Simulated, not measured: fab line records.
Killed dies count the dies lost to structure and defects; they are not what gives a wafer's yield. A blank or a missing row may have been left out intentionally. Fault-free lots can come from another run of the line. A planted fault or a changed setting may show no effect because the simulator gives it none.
Which of the tools did it? | flow n5-finfet | Sampling: 12 lots, 36 wafers, 3 of 1938 route steps

WHAT THE GAUGES READ, wafer by wafer
N5_SD_EPI_N_OVL_MEAS_10. Usual: SD_N_BLK_OVL -0.4 nm, standard deviation 0.83.
lot  | measured    | on         | SD_N_BLK_OVL (nm) | flag
L658 | day 3 12:46 | overlay-01 | 1.0 -0.9 -0.7     |
L661 | day 4 05:42 | overlay-01 | 0.0 -1.2 -0.7     |
L662 | day 4 11:26 | overlay-02 | -1.2 -1.2 -1.0    |
L663 | day 4 18:58 | overlay-01 | -1.5 -1.6 -1.5    |
L664 | day 5 00:49 | overlay-02 | -2.2 -0.9 -0.2    |
L665 | day 5 05:59 | overlay-02 | -0.6 -0.7 -0.7    |
L666 | day 5 12:20 | overlay-01 | 0.2 0.7 -1.0      |
L669 | day 6 09:10 | overlay-01 | 0.1 0.3 0.4       |
L670 | day 6 22:46 | overlay-01 | 0.0 -0.8 0.8      |
L672 | day 7 05:56 | overlay-01 | -1.3 -1.6 -1.1    |
L679 | day 8 21:35 | overlay-01 | -0.9 0.2 -0.1     |
L678 | day 8 23:38 | overlay-02 | 0.0 0.1 -0.1      |

EACH LOT AND THE TOOL THAT RAN IT (in order: tool; ch and the chambers of the sampled wafers; start)
lot  | N5_DUMMY_GATE_ETCH_23           | N5_SPACER0_ALD_07
L658 | rie-si-05 ch 0,2,3, day 3 11:23 | ald-sin-04 ch 1,2, day 3 11:54
L661 | rie-si-04 ch 1,2,3, day 4 04:11 | ald-sin-02 ch 0,2,3, day 4 04:41
L662 | rie-si-05 ch 0,2,3, day 4 10:01 | ald-sin-04 ch 0,1, day 4 10:34
L663 | rie-si-06 ch 1,2,3, day 4 17:25 | ald-sin-03 ch 0,1,3, day 4 18:06
L664 | rie-si-05 ch 2,3, day 4 22:06   | ald-sin-03 ch 0,3, day 4 23:50
L665 | rie-si-06 ch 0,1,3, day 5 04:26 | ald-sin-04 ch 0,1,3, day 5 04:57
L666 | rie-si-06 ch 1,2,3, day 5 10:16 | ald-sin-02 ch 1,2,3, day 5 11:20
L669 | rie-si-06 ch 2,3, day 6 07:26   | ald-sin-04 ch 0,1,2, day 6 08:10
L670 | rie-si-06 ch 0,1, day 6 10:30   | ald-sin-03 ch 0,3, day 6 10:59
L672 | rie-si-04 ch 0,1,3, day 7 04:07 | ald-sin-04 ch 0,1,2, day 7 05:04
L679 | rie-si-06 ch 2,3, day 8 19:49   | ald-sin-02 ch 0,1,3, day 8 20:36
L678 | rie-si-04 ch 0,2,3, day 8 20:23 | ald-sin-04 ch 0,1,2, day 8 22:38
- N5_DUMMY_GATE_ETCH_23: etches poly-Si in HBr/Cl2/O2, target depth 41 nm, time 22.3 s.
- N5_SPACER0_ALD_07: deposits SiNx, target thk 2 nm.

AS READ BY THE TOOLS THEMSELVES (means over the sampled wafers that have a number; for cases with no such wafer, the mark the record gives instead)
N5_DUMMY_GATE_ETCH_23. Usual: HBr_flow_sccm 150.0 sccm, standard deviation 0.42; O2_flow_sccm 12.00 sccm, standard deviation 0.033; drypump-motor-current-A 5.8 A, standard deviation 0.37; oes-product-au 1.003 a.u., standard deviation 0.015; throttle-valve-pct 37.28 %, standard deviation 0.22.
lot  | tool      | HBr_flow_sccm (sccm) | O2_flow_sccm (sccm) | drypump-motor-current-A (A) | oes-product-au (a.u.) | throttle-valve-pct (%) | flag
L658 | rie-si-05 | 149.9                | 11.98               | 5.8                         | 1.015                 | 37.30                  |
L661 | rie-si-04 | 149.7                | 11.99               | 6.1                         | 1.004                 | 37.35                  |
L662 | rie-si-05 | 150.3                | 11.98               | 5.8                         | 1.011                 | 37.29                  |
L663 | rie-si-06 | 150.1                | 11.99               | 5.5                         | 1.007                 | 37.12                  |
L664 | rie-si-05 | 149.8                | 11.99               | 5.5                         | 1.002                 | 37.13                  |
L665 | rie-si-06 | 149.8                | 12.01               | 5.7                         | 1.019                 | 37.09                  |
L666 | rie-si-06 | 149.8                | 12.02               | 5.5                         | 1.010                 | 37.12                  |
L669 | rie-si-06 | 150.0                | 11.99               | 5.5                         | 1.010                 | 37.18                  |
L670 | rie-si-06 | 150.0                | 12.00               | 5.7                         | 1.002                 | 37.03                  |
L672 | rie-si-04 | 150.0                | 11.99               | 6.1                         | 1.001                 | 37.44                  |
L679 | rie-si-06 | 149.9                | 11.99               | 5.4                         | 1.009                 | 37.17                  |
L678 | rie-si-04 | 149.6                | 11.98               | 6.1                         | 1.005                 | 37.47                  |

N5_SPACER0_ALD_07. Usual: heater-power-w 798 W, standard deviation 97; susceptor-temp-C 399.99 C, standard deviation 0.25.
lot  | tool       | heater-power-w (W) | susceptor-temp-C (C) | flag
L658 | ald-sin-04 | 769                | 399.90               |
L661 | ald-sin-02 | 728                | 400.07               |
L662 | ald-sin-04 | 763                | 399.72               |
L663 | ald-sin-03 | 853                | 399.94               |
L664 | ald-sin-03 | 843                | 400.02               |
L665 | ald-sin-04 | 730                | 399.91               |
L666 | ald-sin-02 | 776                | 399.85               |
L669 | ald-sin-04 | 726                | 400.04               |
L670 | ald-sin-03 | 811                | 400.04               |
L672 | ald-sin-04 | 719                | 400.12               |
L679 | ald-sin-02 | 837                | 399.92               |
L678 | ald-sin-04 | 717                | 399.99               |

THE ANSWER, worked out from the rows above alone
Rule: lot off if the mean of its wafers having a number is beyond 3 standard deviations from the usual mean. A lot without any number at a reading at which 4 lots or more have one is off too. Where the step has rows for the other lots, those lots are counted as sound. First the gauges in route order, then the tools' own readings, where a lot's mean is used as printed above. The first step at which some lot is off is used, and at that step the reading that is off furthest; a lot without a number counts as furthest.
Nothing can be told from this: no lot is off at any reading shown.

WHAT THE SIMULATOR HAD PUT IN
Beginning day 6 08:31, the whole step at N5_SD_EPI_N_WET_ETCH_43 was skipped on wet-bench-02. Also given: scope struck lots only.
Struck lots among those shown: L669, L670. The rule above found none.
